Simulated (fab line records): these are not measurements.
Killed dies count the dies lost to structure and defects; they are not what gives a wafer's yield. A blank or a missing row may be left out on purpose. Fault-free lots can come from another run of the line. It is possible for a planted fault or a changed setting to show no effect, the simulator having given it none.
fab line records	flow nand-harc
record lots=24	wafers=72	last-day=34
route steps=1302 shown A_CONTACT@1080 A_BLC@1119 A_M0@1149 THIN_TSV@1245
lots that met no fault: from a run of the same line without faults
start-h: hours from the record's opening day to when the first of the lot's shown wafers began	wait-h: how many hours have passed since the lot's step before this one	" repeats the value in the row above	L1.1+2: several wafers, shown together as one row	- no value, or no start was given	* or withheld: withheld	< > ~ a bound
route shown NAME@n: NAME is a module with steps in the file, n the number in the route of the first one	usual: average and standard deviation across the fault-free wafers	same: alike in all rows	chamber/n: place in a boat	sites: each site's reading	_std_site: the standard deviation of these	_edge_site: outer sites' mean less inner sites'	radius-mm: how far each site lies from the wafer's centre	mask NAME#n: copy n	behind: the tool/chamber that last shaped the wafer	hold: why the lot went on hold/how many hours it stayed there/how the hold came to an end	device: names the non-switching transistor (n, p or np)	end of line: the same wafers' tests at the end of the route	a step without rows: its recipe alone	killed: not the wafer's yield, but the dies lost to structure and defects at the first sort	map: the dies of a wafer, with x for killed, . for not killed, _ for no die there
set.NAME: the setting the step ran with; set.NAME@STEP: the setting that earlier step ran with	model.NAME: the simulator's own value behind a step, which no gauge read
a sample of lots followed through the steps of the route, with each step as a table and each wafer as a row
services: when a tool's chamber went out of use (start-h, in hours from the record's first day, below 0 if earlier), for how many hours, and the reason
## steps
# step NHARC_A_CONTACT_INSPECT_10
# usual raw-defect-count=89/35
lot.wafer	tool	chamber	start-h	wait-h	raw-defect-count
L074.2	defect-inspect-01	-	534.26	0.0	61
L074.3	"	-	"	"	72
L074.6	"	-	"	"	49
L075.3	defect-inspect-01	-	536.21	0.0	68
L075.5	"	-	"	"	66
L075.6	"	-	"	"	66
L077.4	defect-inspect-01	-	538.75	0.0	159
L077.5	"	-	"	"	148
L077.6	"	-	"	"	155
L076.2	defect-inspect-01	-	540.31	0.0	87
L076.3	"	-	"	"	85
L076.4	"	-	"	"	77
L079.1	defect-inspect-01	-	550.85	0.0	106
L079.3	"	-	"	"	94
L079.4	"	-	"	"	115
L078.1	defect-inspect-01	-	554.12	0.0	116
L078.2	"	-	"	"	119
L078.3	"	-	"	"	112
L080.2	defect-inspect-01	-	584.01	0.0	24
L080.4	"	-	"	"	40
L080.6	"	-	"	"	38
L081.2	defect-inspect-01	-	585.73	0.0	143
L081.3	"	-	"	"	189
L081.5	"	-	"	"	142
L083.2	defect-inspect-01	-	598.00	0.0	139
L083.4	"	-	"	"	133
L083.5	"	-	"	"	148
L082.1	defect-inspect-01	-	603.99	0.0	40
L082.2	"	-	"	"	34
L082.5	"	-	"	"	40
L084.2	defect-inspect-01	-	623.98	0.0	110
L084.4	"	-	"	"	129
L084.6	"	-	"	"	108
L086.3	defect-inspect-02	-	630.46	0.0	81
L086.4	"	-	"	"	87
L086.6	"	-	"	"	95
L085.2	defect-inspect-02	-	631.75	0.0	144
L085.3	"	-	"	"	130
L085.4	"	-	"	"	123
L089.1	defect-inspect-02	-	672.04	0.0	92
L089.2	"	-	"	"	98
L089.6	"	-	"	"	99
L087.3	defect-inspect-01	-	675.07	0.0	82
L087.4	"	-	"	"	100
L087.6	"	-	"	"	90
L090.2	defect-inspect-01	-	677.54	0.0	56
L090.3	"	-	"	"	60
L090.5	"	-	"	"	75
L091.3	defect-inspect-02	-	677.69	0.0	100
L091.4	"	-	"	"	100
L091.6	"	-	"	"	127
L088.3	defect-inspect-02	-	679.15	0.0	83
L088.4	"	-	"	"	85
L088.6	"	-	"	"	74
L093.4	defect-inspect-01	-	699.63	0.0	111
L093.5	"	-	"	"	98
L093.6	"	-	"	"	111
L092.4	defect-inspect-02	-	710.62	0.0	77
L092.5	"	-	"	"	85
L092.6	"	-	"	"	82
L097.1	defect-inspect-02	-	746.85	0.0	63
L097.2	"	-	"	"	77
L097.5	"	-	"	"	65
L095.2	defect-inspect-01	-	748.71	0.0	65
L095.5	"	-	"	"	67
L095.6	"	-	"	"	67
L094.1	defect-inspect-01	-	751.78	0.0	45
L094.2	"	-	"	"	35
L094.4	"	-	"	"	42
L096.2	defect-inspect-01	-	755.12	0.0	43
L096.3	"	-	"	"	61
L096.5	"	-	"	"	63
# step NHARC_A_CONTACT_ETCH_88
# recipe target-depth-a=390	over-etch-frac=0.3	time-s=65	ion-energy-ev=80	cf4-flow-sccm=150	ar-flow-sccm=0	rf-w=300	bias-w=100	chemistry=CF4
# usual drypump-motor-current-A=5.8/0.36	oes-product-au=1.001/0.0072	rf-vpp-V=150.9/1.3	showerhead-plenum-p-Torr=1.76/0.079	throttle-valve-pct=13.284/0.01
lot.wafer	tool	chamber	start-h	wait-h	drypump-motor-current-A	oes-product-au	rf-hours-counter-h	rf-vpp-V	showerhead-plenum-p-Torr	throttle-valve-pct
L074.3	rie-diel-06	2	534.41	0.1	5.3	1.008	16	149.8	1.69	13.274
L074.2	"	0	"	"	6.5	1.003	13	150.8	1.81	13.283
L074.6	"	2	"	"	5.3	1.011	-	150.1	1.68	13.298
L075.3	rie-diel-06	2	536.36	0.1	5.3	1.001	17	150.5	1.68	13.289
L075.5	"	1	"	"	5.9	0.988	-	153.4	1.90	13.287
L075.6	"	2	"	"	5.3	0.991	-	150.9	1.68	13.286
L077.4	rie-diel-06	3	538.89	0.1	5.4	1.004	13	150.1	1.69	13.286
L077.5	"	3	"	"	5.4	1.011	-	150.3	1.69	13.287
L077.6	"	0	"	"	6.5	1.006	-	151.5	1.81	13.287
L076.4	rie-diel-06	1	540.46	0.1	5.9	0.999	18	151.7	1.90	13.297
L076.2	"	2	"	"	5.3	1.002	18	148.7	1.68	13.280
L076.3	"	3	"	"	5.4	1.005	13	151.6	1.69	13.297
L079.4	rie-diel-04	2	551.02	0.1	6.2	1.007	1	149.0	1.67	13.284
L079.3	"	3	"	"	5.8	1.008	2	151.3	1.81	13.295
L079.1	"	0	"	"	5.8	0.995	1	149.9	1.71	13.270
L078.1	rie-diel-06	1	554.27	0.1	5.9	1.005	25	152.6	1.90	13.281
L078.2	"	2	"	"	5.3	1.004	25	148.9	1.68	13.283
L078.3	"	3	"	"	5.3	1.015	18	149.1	1.69	13.277
L080.4	rie-diel-04	3	584.16	0.1	5.8	0.998	4	153.1	1.81	13.279
L080.2	"	0	"	"	5.8	1.002	4	150.8	1.71	13.271
L080.6	"	2	"	"	6.2	0.994	-	149.3	1.67	13.278
L081.3	rie-diel-04	1	585.88	0.1	5.7	0.992	4	150.6	1.79	13.272
L081.2	"	2	"	"	6.2	0.995	3	149.1	1.67	13.287
L081.5	"	2	"	"	6.2	1.004	-	150.0	1.67	13.277
L083.4	rie-diel-06	2	598.15	0.1	5.3	1.014	37	148.9	1.68	13.275
L083.2	"	0	"	"	6.5	1.007	31	152.2	1.80	13.308
L083.5	"	2	"	"	5.3	1.006	-	151.9	1.68	13.289
L082.2	rie-diel-06	1	604.14	0.1	6.0	0.997	39	153.3	1.90	13.288
L082.1	"	2	"	"	5.3	1.002	40	149.2	1.68	13.289
L082.5	"	1	"	"	6.0	0.995	-	152.7	1.90	13.298
L084.4	rie-diel-04	0	624.12	0.1	5.8	0.994	11	151.5	1.71	13.276
L084.2	"	3	"	"	5.8	0.995	11	151.7	1.81	13.279
L084.6	"	0	"	"	5.8	0.993	-	151.6	1.71	13.284
L086.3	rie-diel-13	0	630.61	0.1	5.4	1.004	32	152.3	1.88	13.292
L086.4	"	1	"	"	5.6	0.997	30	151.1	1.69	13.305
L086.6	"	0	"	"	5.4	0.999	-	151.9	1.88	13.283
L085.3	rie-diel-04	1	631.93	0.1	5.7	0.997	12	149.7	1.79	13.271
L085.2	"	3	"	"	5.8	1.000	12	150.4	1.81	13.293
L085.4	"	0	"	"	5.8	1.004	-	150.0	1.71	13.287
L089.1	rie-diel-04	3	672.20	0.1	5.8	1.005	20	152.2	1.81	13.267
L089.2	"	0	"	"	5.8	1.000	21	150.4	1.70	13.279
L089.6	"	2	"	"	6.2	0.998	-	149.1	1.67	13.280
L087.4	rie-diel-06	1	675.21	0.1	5.9	1.002	1	153.9	1.89	13.289
L087.3	"	0	"	"	6.5	1.009	0	151.4	1.80	13.262
L087.6	"	2	"	"	5.3	1.000	-	150.0	1.67	13.286
L090.3	rie-diel-04	2	677.69	0.1	6.3	1.008	17	148.9	1.67	13.287
L090.2	"	0	"	"	5.8	1.001	23	148.7	1.70	13.283
L090.5	"	1	"	"	5.6	0.995	-	150.6	1.79	13.275
L091.3	rie-diel-06	2	677.83	0.1	5.4	1.001	1	150.6	1.67	13.289
L091.4	"	0	"	"	6.5	1.017	1	150.6	1.80	13.289
L091.6	"	3	"	"	5.4	1.013	-	151.5	1.68	13.272
L088.4	rie-diel-13	2	679.31	0.1	6.2	0.990	50	150.4	1.79	13.301
L088.3	"	3	"	"	6.2	1.011	41	151.9	1.80	13.271
L088.6	"	0	"	"	5.4	0.999	-	154.0	1.87	13.294
L093.4	rie-diel-04	2	699.77	0.1	6.2	0.994	19	150.8	1.66	13.283
L093.6	"	2	"	"	6.2	1.001	-	150.6	1.66	13.289
L093.5	"	3	"	"	5.7	0.996	-	152.4	1.81	13.266
L092.4	rie-diel-06	2	710.95	0.1	5.3	0.992	12	151.0	1.67	13.266
L092.6	"	0	"	"	6.5	1.011	-	151.3	1.80	13.272
L092.5	"	1	"	"	5.9	1.005	-	152.0	1.89	13.299
L097.1	rie-diel-04	1	747.01	0.1	5.7	0.991	3	150.9	1.78	13.282
L097.2	"	2	"	"	6.2	1.004	3	149.1	1.66	13.291
L097.5	"	0	"	"	5.8	0.990	-	150.2	1.70	13.291
L095.2	rie-diel-04	2	748.86	0.1	6.2	1.004	4	149.2	1.66	13.283
L095.6	"	2	"	"	6.2	0.994	-	148.6	1.66	13.289
L095.5	"	3	"	"	5.8	0.997	-	150.8	1.81	13.295
L094.1	rie-diel-13	1	751.93	0.1	5.6	0.996	10	150.6	1.68	13.291
L094.2	"	2	"	"	6.3	0.984	12	151.1	1.79	13.288
L094.4	"	3	"	"	6.3	0.998	14	151.3	1.80	13.292
L096.3	rie-diel-04	0	755.28	0.1	5.8	0.992	5	149.2	1.70	13.292
L096.2	"	1	"	"	5.7	0.987	5	151.3	1.78	13.257
L096.5	"	3	"	"	5.8	1.002	-	152.2	1.80	13.279
# step NHARC_A_BLC_INSPECT_12
# usual raw-defect-count=90/35
lot.wafer	tool	chamber	start-h	wait-h	raw-defect-count
L074.2	defect-inspect-01	-	540.64	0.0	66
L074.3	"	-	"	"	72
L074.6	"	-	"	"	52
L075.3	defect-inspect-01	-	542.60	0.0	65
L075.5	"	-	"	"	66
L075.6	"	-	"	"	67
L077.4	defect-inspect-01	-	544.94	0.0	169
L077.5	"	-	"	"	158
L077.6	"	-	"	"	165
L076.2	defect-inspect-01	-	547.23	0.0	85
L076.3	"	-	"	"	85
L076.4	"	-	"	"	79
L079.1	defect-inspect-01	-	557.06	0.0	108
L079.3	"	-	"	"	97
L079.4	"	-	"	"	116
L078.1	defect-inspect-01	-	560.42	0.0	117
L078.2	"	-	"	"	118
L078.3	"	-	"	"	118
L080.2	defect-inspect-01	-	590.69	0.0	27
L080.4	"	-	"	"	35
L080.6	"	-	"	"	38
L081.2	defect-inspect-02	-	592.06	0.0	148
L081.3	"	-	"	"	185
L081.5	"	-	"	"	143
L083.2	defect-inspect-02	-	604.39	0.0	138
L083.4	"	-	"	"	127
L083.5	"	-	"	"	148
L082.1	defect-inspect-01	-	610.19	0.0	40
L082.2	"	-	"	"	34
L082.5	"	-	"	"	45
L084.2	defect-inspect-01	-	630.29	0.0	116
L084.4	"	-	"	"	129
L084.6	"	-	"	"	109
L086.3	defect-inspect-02	-	636.91	0.0	81
L086.4	"	-	"	"	87
L086.6	"	-	"	"	94
L085.2	defect-inspect-01	-	638.39	0.0	148
L085.3	"	-	"	"	129
L085.4	"	-	"	"	121
L089.1	defect-inspect-02	-	678.33	0.0	94
L089.2	"	-	"	"	95
L089.6	"	-	"	"	97
L087.3	defect-inspect-01	-	681.45	0.0	87
L087.4	"	-	"	"	101
L087.6	"	-	"	"	85
L091.3	defect-inspect-02	-	684.02	0.0	114
L091.4	"	-	"	"	107
L091.6	"	-	"	"	132
L090.2	defect-inspect-01	-	684.16	0.0	51
L090.3	"	-	"	"	56
L090.5	"	-	"	"	76
L088.3	defect-inspect-02	-	685.49	0.0	86
L088.4	"	-	"	"	80
L088.6	"	-	"	"	76
L093.4	defect-inspect-01	-	706.71	0.0	113
L093.5	"	-	"	"	111
L093.6	"	-	"	"	113
L092.4	defect-inspect-02	-	717.77	0.0	73
L092.5	"	-	"	"	84
L092.6	"	-	"	"	84
L097.1	defect-inspect-01	-	753.32	0.0	68
L097.2	"	-	"	"	75
L097.5	"	-	"	"	66
L095.2	defect-inspect-01	-	755.00	0.0	63
L095.5	"	-	"	"	70
L095.6	"	-	"	"	68
L094.1	defect-inspect-01	-	758.15	0.0	47
L094.2	"	-	"	"	35
L094.4	"	-	"	"	48
L096.2	defect-inspect-01	-	761.40	0.0	45
L096.3	"	-	"	"	63
L096.5	"	-	"	"	66
# step NHARC_A_BLC_STRIP_29
# recipe cf4-flow-sccm=150	ar-flow-sccm=0	bias-w=0	chemistry=CF4
# usual drypump-motor-current-A=5.8/0.43	oes-product-au=0.998/0.0083	rf-vpp-V=59.1/0.86	showerhead-plenum-p-Torr=1.74/0.055	throttle-valve-pct=13.285/0.0091
lot.wafer	tool	chamber	start-h	wait-h	drypump-motor-current-A	oes-product-au	rf-hours-counter-h	rf-vpp-V	showerhead-plenum-p-Torr	throttle-valve-pct
L074.3	rie-diel-07	3	541.74	0.1	5.3	1.001	2	60.6	1.72	13.292
L074.2	"	1	"	"	6.5	0.999	2	59.0	1.75	13.293
L074.6	"	0	"	"	5.7	1.011	-	58.8	1.74	13.297
L075.3	rie-diel-07	3	543.72	0.1	5.3	0.995	2	58.9	1.72	13.291
L075.6	"	1	"	"	6.4	1.001	-	60.0	1.75	13.285
L075.5	"	2	"	"	5.4	1.002	-	60.0	1.78	13.295
L077.4	rie-diel-01	1	546.05	0.1	5.6	0.995	47	58.7	1.65	13.293
L077.6	"	1	"	"	5.7	0.992	-	58.0	1.65	13.300
L077.5	"	2	"	"	5.8	0.995	-	58.2	1.85	13.297
L076.4	rie-diel-09	1	548.36	0.1	6.3	1.002	4	59.5	1.80	13.289
L076.2	"	2	"	"	6.3	0.999	5	58.7	1.68	13.287
L076.3	"	3	"	"	5.7	1.012	5	59.1	1.68	13.279
L079.3	rie-diel-09	3	558.18	0.1	5.7	1.000	6	59.7	1.68	13.281
L079.1	"	0	"	"	5.5	1.005	5	58.6	1.77	13.294
L079.4	"	2	"	"	6.3	1.001	5	59.6	1.67	13.278
L078.3	rie-diel-09	2	561.53	0.1	6.3	1.004	5	60.5	1.67	13.273
L078.2	"	3	"	"	5.7	0.999	6	58.7	1.68	13.284
L078.1	"	0	"	"	5.5	1.004	6	58.1	1.77	13.289
L080.2	rie-diel-01	2	591.80	0.1	5.7	1.013	9	59.5	1.85	13.274
L080.4	"	1	"	"	5.6	1.000	7	59.4	1.91	13.279
L080.6	"	2	"	"	5.8	1.003	-	57.9	1.85	13.283
L081.3	rie-diel-07	3	593.18	0.1	5.3	0.990	5	59.6	1.71	13.295
L081.2	"	1	"	"	6.5	1.005	5	58.5	1.75	13.287
L081.5	"	2	"	"	5.4	0.996	-	59.6	1.78	13.280
L083.4	rie-diel-07	0	605.50	0.1	5.7	1.005	6	57.6	1.74	13.289
L083.2	"	1	"	"	6.5	0.991	6	60.0	1.75	13.305
L083.5	"	0	"	"	5.7	1.003	-	58.4	1.74	13.270
L082.1	rie-diel-07	3	611.30	0.1	5.3	0.985	7	59.7	1.71	13.313
L082.2	"	2	"	"	5.4	1.002	7	59.4	1.78	13.299
L082.5	"	0	"	"	5.7	1.009	-	58.1	1.74	13.273
L084.4	rie-diel-09	3	631.41	0.1	5.7	1.012	12	58.5	1.68	13.284
L084.2	"	0	"	"	5.5	1.001	9	59.2	1.77	13.291
L084.6	"	1	"	"	6.2	1.005	-	60.6	1.80	13.294
L086.3	rie-diel-07	1	638.00	0.1	6.4	0.987	9	59.5	1.74	13.291
L086.4	"	3	"	"	5.3	1.004	10	60.1	1.71	13.288
L086.6	"	2	"	"	5.4	0.990	-	59.9	1.78	13.289
L085.2	rie-diel-09	3	639.49	0.1	5.7	1.011	13	59.6	1.68	13.295
L085.3	"	1	"	"	6.2	1.003	12	60.1	1.80	13.282
L085.4	"	2	"	"	6.3	1.000	13	59.6	1.67	13.287
L089.2	rie-diel-01	3	679.45	0.1	6.5	1.010	34	58.8	1.68	13.284
L089.1	"	1	"	"	5.6	1.007	34	60.2	1.90	13.288
L089.6	"	2	"	"	5.8	0.988	-	59.5	1.84	13.292
L087.4	rie-diel-07	1	682.59	0.1	6.4	0.986	2	58.5	1.74	13.292
L087.3	"	0	"	"	5.7	0.998	2	59.5	1.74	13.272
L087.6	"	1	"	"	6.5	0.992	-	59.6	1.74	13.305
L090.2	rie-diel-07	2	685.26	0.1	5.4	0.995	2	60.6	1.78	13.281
L090.3	"	1	"	"	6.5	0.984	2	59.6	1.74	13.279
L090.5	"	3	"	"	5.3	0.991	-	57.9	1.71	13.288
L091.3	rie-diel-09	2	685.33	0.1	6.3	1.003	0	58.3	1.67	13.276
L091.4	"	1	"	"	6.2	0.993	-	58.7	1.80	13.275
L091.6	"	2	"	"	6.3	0.992	-	58.0	1.67	13.278
L088.3	rie-diel-07	1	686.59	0.1	6.5	0.979	3	59.3	1.74	13.263
L088.6	"	2	"	"	5.4	0.986	-	57.5	1.78	13.285
L088.4	"	0	"	"	5.7	0.995	-	58.6	1.73	13.269
L093.5	rie-diel-09	2	708.39	0.1	6.3	0.995	-	57.3	1.67	13.270
L093.6	"	3	"	"	5.7	0.990	-	59.9	1.67	13.292
L093.4	"	1	"	"	6.2	0.985	-	59.0	1.80	13.268
L092.4	rie-diel-07	1	719.07	0.1	6.4	0.982	4	59.4	1.74	13.283
L092.5	"	3	"	"	5.3	0.991	-	58.3	1.71	13.273
L092.6	"	0	"	"	5.7	1.001	-	58.4	1.73	13.293
L097.2	rie-diel-09	0	754.60	0.1	5.5	0.990	1	59.7	1.77	13.283
L097.1	"	1	"	"	6.2	0.992	7	59.7	1.79	13.289
L097.5	"	0	"	"	5.5	0.987	-	58.2	1.77	13.304
L095.2	rie-diel-07	0	756.13	0.1	5.7	1.000	6	59.3	1.73	13.278
L095.5	"	2	"	"	5.4	0.996	-	60.5	1.78	13.289
L095.6	"	3	"	"	5.3	0.996	-	59.2	1.71	13.273
L094.1	rie-diel-07	0	759.27	0.1	5.7	1.010	6	58.6	1.73	13.287
L094.4	"	1	"	"	6.5	0.990	6	57.8	1.74	13.280
L094.2	"	2	"	"	5.4	1.000	6	59.7	1.78	13.268
L096.2	rie-diel-09	0	762.55	0.1	5.5	0.994	2	57.8	1.77	13.275
L096.3	"	1	"	"	6.2	1.001	8	60.2	1.79	13.271
L096.5	"	3	"	"	5.7	0.993	-	59.7	1.67	13.279
# step NHARC_A_M0_INSPECT_11
# usual raw-defect-count=91/35
lot.wafer	tool	chamber	start-h	wait-h	raw-defect-count
L074.2	defect-inspect-01	-	544.55	0.0	71
L074.3	"	-	"	"	75
L074.6	"	-	"	"	54
L075.3	defect-inspect-01	-	546.74	0.0	64
L075.5	"	-	"	"	62
L075.6	"	-	"	"	68
L077.4	defect-inspect-01	-	548.99	0.0	167
L077.5	"	-	"	"	157
L077.6	"	-	"	"	167
L076.2	defect-inspect-01	-	551.30	0.0	86
L076.3	"	-	"	"	89
L076.4	"	-	"	"	83
L079.1	defect-inspect-01	-	575.55	13.7	108
L079.3	"	-	"	"	103
L079.4	"	-	"	"	113
L078.1	defect-inspect-01	-	576.59	0.0	116
L078.2	"	-	"	"	120
L078.3	"	-	"	"	113
L080.2	defect-inspect-01	-	594.77	0.0	29
L080.4	"	-	"	"	41
L080.6	"	-	"	"	40
L081.2	defect-inspect-02	-	596.10	0.0	144
L081.3	"	-	"	"	186
L081.5	"	-	"	"	142
L083.2	defect-inspect-02	-	608.42	0.0	138
L083.4	"	-	"	"	132
L083.5	"	-	"	"	146
L082.1	defect-inspect-02	-	614.11	0.0	37
L082.2	"	-	"	"	31
L082.5	"	-	"	"	41
L084.2	defect-inspect-01	-	634.32	0.0	119
L084.4	"	-	"	"	130
L084.6	"	-	"	"	118
L086.3	defect-inspect-01	-	640.82	0.0	78
L086.4	"	-	"	"	86
L086.6	"	-	"	"	99
L085.2	defect-inspect-01	-	642.42	0.0	145
L085.3	"	-	"	"	132
L085.4	"	-	"	"	122
L089.1	defect-inspect-02	-	682.26	0.0	93
L089.2	"	-	"	"	87
L089.6	"	-	"	"	102
L087.3	defect-inspect-01	-	685.51	0.0	82
L087.4	"	-	"	"	96
L087.6	"	-	"	"	86
L090.2	defect-inspect-02	-	688.19	0.0	48
L090.3	"	-	"	"	59
L090.5	"	-	"	"	72
L091.3	defect-inspect-01	-	688.35	0.0	119
L091.4	"	-	"	"	105
L091.6	"	-	"	"	127
L088.3	defect-inspect-01	-	689.56	0.0	88
L088.4	"	-	"	"	84
L088.6	"	-	"	"	77
L093.4	defect-inspect-01	-	711.31	0.0	116
L093.5	"	-	"	"	106
L093.6	"	-	"	"	108
L092.4	defect-inspect-01	-	721.98	0.0	82
L092.5	"	-	"	"	86
L092.6	"	-	"	"	81
L097.1	defect-inspect-01	-	757.53	0.0	72
L097.2	"	-	"	"	76
L097.5	"	-	"	"	65
L095.2	defect-inspect-01	-	758.92	0.0	64
L095.5	"	-	"	"	68
L095.6	"	-	"	"	68
L094.1	defect-inspect-02	-	762.19	0.0	51
L094.2	"	-	"	"	39
L094.4	"	-	"	"	45
L096.2	defect-inspect-01	-	765.52	0.0	45
L096.3	"	-	"	"	60
L096.5	"	-	"	"	66
# step NHARC_THIN_TSV_CMP_01
# recipe target-thk-um=3
# usual motor-current-A=11.8/1.5
lot.wafer	tool	chamber	start-h	wait-h	motor-current-A
L074.3	cmp-04	0	577.02	0.6	13.5
L074.2	"	3	"	"	12.7
L074.6	"	1	"	"	12.0
L075.3	cmp-04	3	578.29	0.7	12.7
L075.5	"	0	"	"	14.4
L075.6	"	1	"	"	12.2
L077.4	cmp-04	0	579.42	0.4	12.9
L077.5	"	0	"	"	13.5
L077.6	"	1	"	"	11.6
L076.2	cmp-01	0	587.01	0.8	11.6
L076.4	"	2	"	"	8.9
L076.3	"	3	"	"	12.9
L078.2	cmp-01	3	597.86	0.8	12.6
L078.3	"	1	"	"	9.9
L078.1	"	2	"	"	8.7
L079.4	cmp-03	2	599.08	0.4	13.7
L079.1	"	3	"	"	13.2
L079.3	"	1	"	"	11.0
L080.2	cmp-01	2	617.09	0.9	8.5
L080.4	"	3	"	"	12.7
L080.6	"	0	"	"	11.4
L081.2	cmp-01	2	618.25	0.8	8.6
L081.3	"	3	"	"	12.6
L081.5	"	1	"	"	10.0
L083.4	cmp-04	3	630.76	0.4	12.3
L083.2	"	1	"	"	11.8
L083.5	"	0	"	"	12.8
L082.2	cmp-03	0	640.97	0.8	12.6
L082.1	"	2	"	"	13.6
L082.5	"	0	"	"	13.3
L084.2	cmp-01	1	657.23	0.9	10.2
L084.4	"	3	"	"	12.5
L084.6	"	0	"	"	11.6
L086.4	cmp-01	3	669.48	0.4	12.7
L086.3	"	0	"	"	11.0
L086.6	"	0	"	"	10.6
L085.2	cmp-04	2	670.70	0.8	11.6
L085.3	"	3	"	"	12.4
L085.4	"	0	"	"	13.6
L089.2	cmp-01	2	705.97	0.8	8.9
L089.1	"	1	"	"	9.7
L089.6	"	2	"	"	8.7
L087.4	cmp-03	2	707.16	0.4	13.0
L087.3	"	1	"	"	11.4
L087.6	"	2	"	"	13.2
L091.4	cmp-01	2	710.42	0.4	9.0
L091.3	"	0	"	"	11.3
L091.6	"	2	"	"	8.7
L088.3	cmp-01	1	712.93	0.7	10.1
L088.4	"	2	"	"	8.2
L088.6	"	0	"	"	11.2
L090.3	cmp-04	3	714.15	0.7	13.0
L090.2	"	1	"	"	11.9
L090.5	"	3	"	"	13.3
L093.4	cmp-04	2	735.15	0.4	11.6
L093.5	"	2	"	"	11.6
L093.6	"	3	"	"	12.3
L092.4	cmp-04	1	745.31	0.5	12.7
L092.6	"	2	"	"	11.9
L092.5	"	3	"	"	12.5
L097.1	cmp-01	3	780.03	1.0	13.5
L097.2	"	2	"	"	8.8
L097.5	"	3	"	"	13.2
L095.2	cmp-04	1	781.22	0.8	12.4
L095.5	"	1	"	"	12.0
L095.6	"	2	"	"	12.0
L094.1	cmp-04	0	784.61	1.0	13.9
L094.4	"	1	"	"	11.4
L094.2	"	3	"	"	12.6
L096.2	cmp-04	1	785.85	0.9	12.0
L096.3	"	2	"	"	11.3
L096.5	"	3	"	"	13.3
## services
tool	chamber	start-h	hours	kind
rie-diel-07	-	511.40	1.1	repair
cmp-01	-	518.45	1.4	repair
rie-diel-04	-	532.65	9.0	pm
rie-diel-09	0	564.28	19.4	repair
cmp-01	-	577.77	4.0	pm
cmp-04	-	601.16	4.0	pm
cmp-01	-	602.49	2.0	repair
rie-diel-04	2	628.00	28.6	repair
rie-diel-09	1	632.50	1.7	repair
rie-diel-04	3	639.10	1.6	repair
rie-diel-06	0	640.55	9.3	repair
rie-diel-09	-	645.17	3.3	repair
rie-diel-07	1	646.94	6.9	repair
rie-diel-07	-	649.85	9.0	pm
rie-diel-06	-	663.29	9.0	pm
cmp-01	-	675.77	4.0	pm
rie-diel-07	3	685.42	21.7	repair
cmp-04	-	699.16	4.0	pm
rie-diel-04	-	709.65	9.0	pm
rie-diel-06	1	723.40	11.9	repair
cmp-01	-	759.25	1.2	repair
rie-diel-07	-	765.15	0.2	repair
cmp-01	-	773.79	4.0	pm
rie-diel-07	0	777.63	2.0	repair
## key
fault none
